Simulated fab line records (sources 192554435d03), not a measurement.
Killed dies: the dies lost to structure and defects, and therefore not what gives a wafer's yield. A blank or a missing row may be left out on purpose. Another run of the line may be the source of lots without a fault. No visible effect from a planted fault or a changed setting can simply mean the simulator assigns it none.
Matching of chambers + flow n5Finfet + N5_MOL_CONTACT_COAG_STRIP_98 on rieDiel-06 has 3 sister chambers
The step strips in N2/H2. 3 wafers are shown with their chamber, then 6 later ones without.

EACH WAFER AND ITS CHAMBER
| wafer  | chamber | drypumpMotorCurrentA (A) |
|--------|---------|--------------------------|
| L942.5 | 2       | 5.4                      |
| L944.1 | 3       | 6.4                      |
| L944.3 | 1       | 5.0                      |

WAFERS WITH NO CHAMBER GIVEN
| wafer  | drypumpMotorCurrentA (A) |
|--------|--------------------------|
| L944.6 | 5.4                      |
| L946.3 | 6.4                      |
| L946.4 | 5.5                      |
| L946.5 | 5.0                      |
| L950.1 | 6.4                      |
| L950.2 | 5.4                      |

EACH ONE'S CHAMBER
| wafer  | from the rows above | in truth |
|--------|---------------------|----------|
| L944.6 | 2                   | 2        |
| L946.3 | 3                   | 3        |
| L946.4 | 2                   | 2        |
| L946.5 | 1                   | 1        |
| L950.1 | 3                   | 3        |
| L950.2 | 2                   | 2        |
6 of 6 placed correctly. Number that these rows cannot place: 0. Placed wrongly: 0.
How it was worked out, from the rows above alone: a wafer's distance from a chamber is the root of the sum, over the readings, of the square of ((its reading less the chamber's mean) divided by the reading's scatter). The wafer belongs to the nearest chamber; if the next one is less than 2 further off, it can't be placed. The mean given for a chamber averages the wafers shown for that chamber. The scatter (one wafer shown for each chamber): square how far every hidden wafer sits from the nearest shown wafer, average those squares and take the square root.
